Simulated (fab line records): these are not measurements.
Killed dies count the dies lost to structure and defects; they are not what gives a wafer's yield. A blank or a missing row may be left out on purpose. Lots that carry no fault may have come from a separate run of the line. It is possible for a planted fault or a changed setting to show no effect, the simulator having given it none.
The tool behind it: which one?	flow n5 finfet	11 lots with 32 wafers sampled at 5 steps, on a route of 1938 steps

WHAT THE GAUGES SHOWED, per wafer
N5_BEOL_M11_THK_MEAS_01. Usual: M11_ILD_THK 268 nm, standard deviation 3.7.
lot	measured	on	M11_ILD_THK (nm)	flag
L619	day 10 13:05	film metro-02	268 272 270	
L623	day 10 19:40	film metro-02	268 267 270	
L622	day 10 20:37	film metro-02	269 271 269	
L625	day 11 14:55	film metro-02	267 269 273	
L626	day 11 21:32	film metro-02	267 267 271	
L628	day 12 12:13	film metro-02	262 267 269	
L627	day 12 15:40	film metro-02	265 269	
L636	day 14 16:15	film metro-01	262 263 268	
L639	day 15 15:58	film metro-01	264 268 277	
L640	day 15 17:22	film metro-01	264 263 268	
L641	day 15 23:19	film metro-01	268 271 274	

WHICH TOOL RAN EACH LOT (tool, then ch and the chambers of the sampled wafers, then the start)
lot	N5_BEOL_M10_ETCH_41	N5_BEOL_M10_ALD_74	N5_BEOL_M10_ECD_50	N5_BEOL_M10_CMP_52
L619	rie diel-01 ch 0,2,3, day 10 10:50 or earlier	ald metal-01 ch 0,1,2, day 10 10:50	ecd cu-01 ch 0,1, day 10 11:34	cmp-04 ch 0,1,3, day 10 12:02
L623	rie diel-01 ch 0,2, day 10 16:40 or earlier	ald metal-01 ch 0,1,2, day 10 16:40	ecd cu-02 ch 0,1, day 10 17:41	cmp-04 ch 1,2,3, day 10 18:34
L622	rie diel-06 ch 0,1,3, day 10 17:52 or earlier	ald metal-01 ch 0,2,3, day 10 17:52	ecd cu-01 ch 0,1, day 10 18:28	cmp-04 ch 0,2,3, day 10 19:12
L625	rie diel-06 ch 0,1,3, day 11 12:49 or earlier	ald metal-04 ch 0,2,3, day 11 12:49	ecd cu-01 ch 0,1, day 11 13:23	cmp-03 ch 1,2, day 11 13:50
L626	rie diel-03 ch 1,2,3, day 11 18:45 or earlier	ald metal-02 ch 1,2, day 11 18:45	ecd cu-01 ch 0, day 11 19:26	cmp-02 ch 0,3, day 11 19:58
L628	rie diel-06 ch 0,2,3, day 12 09:47 or earlier	ald metal-01 ch 2,3, day 12 09:47	ecd cu-01 ch 0,1, day 12 10:30	cmp-04 ch 1,2,3, day 12 11:10
L627	rie diel-01 ch 2,3, day 12 12:43 or earlier	ald metal-01 ch 1,3, day 12 12:43	ecd cu-01 ch 0,1, day 12 13:36	cmp-04 ch 1,2, day 12 14:08
L636	rie diel-06 ch 0,2,3, day 14 13:48 or earlier	ald metal-01 ch 1,2,3, day 14 13:48	ecd cu-02 ch 0,1, day 14 14:41	cmp-04 ch 0,3, day 14 15:06
L639	rie diel-01 ch 0,2,3, day 15 13:50 or earlier	ald metal-01 ch 1,2,3, day 15 13:50	ecd cu-01 ch 0,1, day 15 14:28	cmp-02 ch 2,3, day 15 14:53
L640	rie diel-01 ch 0,2,3, day 15 14:32 or earlier	ald metal-01 ch 0,1,2, day 15 14:32	ecd cu-02 ch 0,1, day 15 15:23	cmp-03 ch 0,1,3, day 15 15:53
L641	rie diel-06 ch 2,3, day 15 21:04 or earlier	ald metal-02 ch 0,2, day 15 21:04	ecd cu-02 ch 0,1, day 15 21:50	cmp-04 ch 0,2,3, day 15 22:19
- N5_BEOL_M10_ETCH_41: etches SiCN in CH3F/O2, target depth 42.6 nm, time 86 s.
- N5_BEOL_M10_ALD_74: deposits TaN, target thk 2 nm, pulse time 2 s, purge time 3 s.
- N5_BEOL_M10_ECD_50: material Cu, target thk 318 nm.
- N5_BEOL_M10_CMP_52: polishes, stops on SiCOH lowk, t overpolish 7 s, target thk 140 nm.

WHAT THE TOOLS THEMSELVES READ (means of the sampled wafers that have a number; where no wafer has one, the mark that the record gives instead)
N5_BEOL_M10_ETCH_41. Usual: drypump motor current A 5.5 A, standard deviation 0.51; oes product au 0.79 a.u., standard deviation 0.08; rf vpp V 297.2 V, standard deviation 1.6; showerhead plenum p Torr 1.99 Torr, standard deviation 0.071; throttle valve pct 16.31 %, standard deviation 0.23.
lot	tool	drypump motor current A (A)	oes product au (a.u.)	rf vpp V (V)	showerhead plenum p Torr (Torr)	throttle valve pct (%)	flag
L619	rie diel-01	5.7	0.76	297.9	2.06	16.40	
L623	rie diel-01	5.3	0.74	298.4	2.05	16.61	
L622	rie diel-06	5.1	0.76	297.6	2.00	16.30	
L625	rie diel-06	5.1	0.75	296.9	2.00	16.31	
L626	rie diel-03	5.5	0.78	296.8	1.96	16.31	
L628	rie diel-06	5.1	0.74	296.9	1.96	16.33	
L627	rie diel-01	5.8	0.78	299.3	2.09	16.37	
L636	rie diel-06	5.1	0.74	295.8	1.96	16.38	
L639	rie diel-01	5.8	0.82	298.1	2.04	16.32	
L640	rie diel-01	5.7	0.83	298.3	2.04	16.33	
L641	rie diel-06	5.0	0.76	296.3	1.91	16.20	

N5_BEOL_M10_ALD_74. Usual: heater power w 422 W, standard deviation 46; mfc carrier sccm 1500 sccm, standard deviation 4.6.
lot	tool	heater power w (W)	mfc carrier sccm (sccm)	flag
L619	ald metal-01	448	1502	
L623	ald metal-01	445	1496	
L622	ald metal-01	435	1504	
L625	ald metal-04	429	1501	
L626	ald metal-02	426	1499	
L628	ald metal-01	446	1499	
L627	ald metal-01	410	1500	
L636	ald metal-01	427	1502	
L639	ald metal-01	434	1500	
L640	ald metal-01	446	1497	
L641	ald metal-02	394	1506	

N5_BEOL_M10_CMP_52. Usual: clearing platen down force psi 1.4998 psi, standard deviation 0.003; motor current A 6.1 A, standard deviation 0.58; pad life wafers 1197, standard deviation 740; time to endpoint s 66 s, standard deviation 3.
lot	tool	clearing platen down force psi (psi)	motor current A (A)	pad life wafers	time to endpoint s (s)	flag
L619	cmp-04	1.4990	6.0	1796	67	
L623	cmp-04	1.4995	6.4	1831	64	
L622	cmp-04	1.5008	6.0	1843	68	
L625	cmp-03	1.5008	5.8	1710	62	
L626	cmp-02	1.4990	6.3	1092	68	
L628	cmp-04	1.5014	6.6	2150	104	OFF
L627	cmp-04	1.5006	6.0	2162	91	OFF
L636	cmp-04	1.4951	5.8	270	69	
L639	cmp-02	1.4991	6.4	1922	67	
L640	cmp-03	1.4987	5.8	314	66	
L641	cmp-04	1.4990	6.0	554	68	

THE ANSWER, worked out from the rows above alone
Rule: a lot is off if the mean of its wafers that have a number lies more than 3 standard deviations from the usual mean. Also off: a lot with no number at a reading for which 4 or more lots have one. The other lots that the step has rows for count as sound. First the gauges in route order, then the tools' own readings, where a lot's mean is used as printed above. At the first step where some lot is off, the reading lying furthest off is the one used; lots without a number count as furthest.
Off: L628, L627, at N5_BEOL_M10_CMP_52 (time to endpoint s).
If a tool, at that step or one of the process steps before it, ran each lot that is off and ran no sound lot following the first of them, it fits. With no start given for some of its lots, N5_BEOL_M10_ETCH_41 uses the hours and lot order of N5_BEOL_M10_ALD_74. No candidate that was tried fits.

WHAT HAD BEEN PUT IN BY THE SIMULATOR
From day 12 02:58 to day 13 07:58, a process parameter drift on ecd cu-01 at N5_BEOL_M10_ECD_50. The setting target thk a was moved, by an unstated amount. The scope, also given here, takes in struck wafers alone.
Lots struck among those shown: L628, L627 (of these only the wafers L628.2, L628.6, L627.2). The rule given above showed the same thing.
